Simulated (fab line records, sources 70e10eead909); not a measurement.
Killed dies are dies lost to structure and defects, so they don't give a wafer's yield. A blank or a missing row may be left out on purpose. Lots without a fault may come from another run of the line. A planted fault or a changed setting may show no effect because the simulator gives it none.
Problem report in the 8D (eight disciplines) form, filled by code | flow nand_harc | the parts of the form that need people (team, actions taken, sign-off) are left out

1. THE PROBLEM
thk_nm at NHARC_A_ONON_D2_THK_MEAS_18 reads a mean of 906 nm on 6 wafers of 2 lots; wafers without a fault read 1001 nm with a standard deviation of 6.7. That is -14 standard deviations from the usual mean.
The step: measures by ellipsometry.
First seen on wafer L769.1, day 14 18:56, on film_metro-01. The record holds 39 wafers of 13 lots with a number at this step. Rule for "out", or "out of limits": more than 4 standard deviations from the usual mean. The other wafers with a number count as sound.

2. WHAT IT IS AND WHAT IT IS NOT
question                    | is                           | is not
which readings at this step | thk_nm                       | -
which lots                  | L769, L770                   | L766, L776, L777, L778, L779, L780, L781, L782, L783, L784, L786
which wafers of those lots  | all that have a number       | -
read on which gauges        | film_metro-01, film_metro-02 | -
when                        | from day 14 18:56            | up to then (3 sound wafers); but 30 sound wafers of L776, L777, L778, L779, L780, L781, L782, L783, L784, L786 came after

3. SUSPECTS, AND WHAT RULES EACH OUT
Counting: a tool at a process step up to the reading stays a suspect if it ran every lot that is out and no sound lot after the first of them.
- the gauge at NHARC_A_ONON_D2_THK_MEAS_18: ruled out. The wafers that are out were read on 2 gauges (film_metro-01, film_metro-02).
- pecvd_onon-01 at NHARC_A_ONON_D2_DEP_16 (target thk 1000 nm): ruled out as a lasting fault. Sound lots L778, L780, L783, L784, L786 ran on it after its first lot that is out, L769 (day 14 18:26).
Left after counting: nothing in the record.

4. THE CAUSE (what the simulator had put in)
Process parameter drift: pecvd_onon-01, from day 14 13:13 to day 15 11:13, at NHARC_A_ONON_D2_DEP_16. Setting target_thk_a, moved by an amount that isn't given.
Counting ruled it out, wrongly: the rule takes a fault to strike every lot that its tool runs from its start on, and this one did not.

5. THE CHAIN OF EFFECTS, in route order
Each row: a reading whose mean over the struck wafers that have a number lies more than 3 standard deviations from the usual. Only readings for which the record gives a usual standard deviation are gone through. hours: the time from each lot's start at the first step in this table that gives one to its start at this step, as a median over the lots. sigmas: the change in usual standard deviations.
hours | step                        | reading         | usual   | on struck wafers | change | sigmas
0     | NHARC_A_ONON_D2_THK_MEAS_18 | thk_nm          | 1001 nm | 906              | -95    | -14
268   | NHARC_END_SORT_01           | killed_at_array | 54      | 674              | +620   | +39
268   | NHARC_END_SORT_01           | killed_dies     | 58      | 677              | +619   | +39

6. WHAT WOULD HAVE CAUGHT IT SOONER
In this record the first reading out of limits at a measuring or inspecting step was taken at day 14 18:56, 6 hours after the fault began at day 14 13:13.
